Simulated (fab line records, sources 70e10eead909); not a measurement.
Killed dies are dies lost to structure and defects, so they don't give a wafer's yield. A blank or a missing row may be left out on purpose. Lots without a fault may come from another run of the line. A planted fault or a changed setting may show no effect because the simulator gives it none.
Chamber matching | flow nand_harc | NHARC_A_CONTACT_CMP_20 on cmp-02: 4 sister chambers
The step polishes, t overpolish 30 s, target thk 300 nm. 8 wafers are shown with their chamber, then 7 later ones without.

WAFERS WITH THEIR CHAMBER
wafer  | chamber | motor_current_A (A) | time_to_endpoint_s (s)
L570.5 | 3       | 13.0                | 59
L581.6 | 1       | 11.1                | 61
L580.6 | 0       | 11.2                | 64
L582.1 | 2       | 10.6                | 61
L582.2 | 3       | 13.5                | 61
L582.4 | 0       | 11.5                | 59
L584.1 | 1       | 12.9                | 59
L584.5 | 2       | 9.9                 | 57

WAFERS WITHOUT THEIR CHAMBER
wafer  | motor_current_A (A) | time_to_endpoint_s (s)
L584.6 | 13.9                | 59
L583.1 | 11.3                | 56
L583.5 | 10.6                | 57
L583.6 | 13.8                | 55
L590.2 | 10.9                | 57
L590.3 | 13.8                | 61
L590.4 | 11.3                | 58

WHICH CHAMBER EACH WENT THROUGH
wafer  | from the rows above               | in truth
L584.6 | can't be placed: 3 or 1           | 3
L583.1 | can't be placed: 1 or 2 or 0 or 3 | 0
L583.5 | can't be placed: 2 or 0 or 1      | 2
L583.6 | can't be placed: 3 or 1           | 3
L590.2 | can't be placed: 2 or 0 or 1      | 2
L590.3 | can't be placed: 3 or 1           | 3
L590.4 | can't be placed: 1 or 0 or 2 or 3 | 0
Placed correctly: 0 of 7. Can't be placed from these rows: 7 (the true chamber is among the candidates in 7). Placed wrongly: 0.
How it was worked out, from the rows above alone: a wafer's distance from a chamber is the root of the sum, over the readings, of the square of ((its reading less the chamber's mean) divided by the reading's scatter). The wafer belongs to the nearest chamber; if the next one is less than 2 further off, it can't be placed. A chamber's mean is the mean of its shown wafers. The scatter: the root of (the sum of the squares of (reading less its chamber's mean) over the shown wafers, divided by (wafers less chambers)).
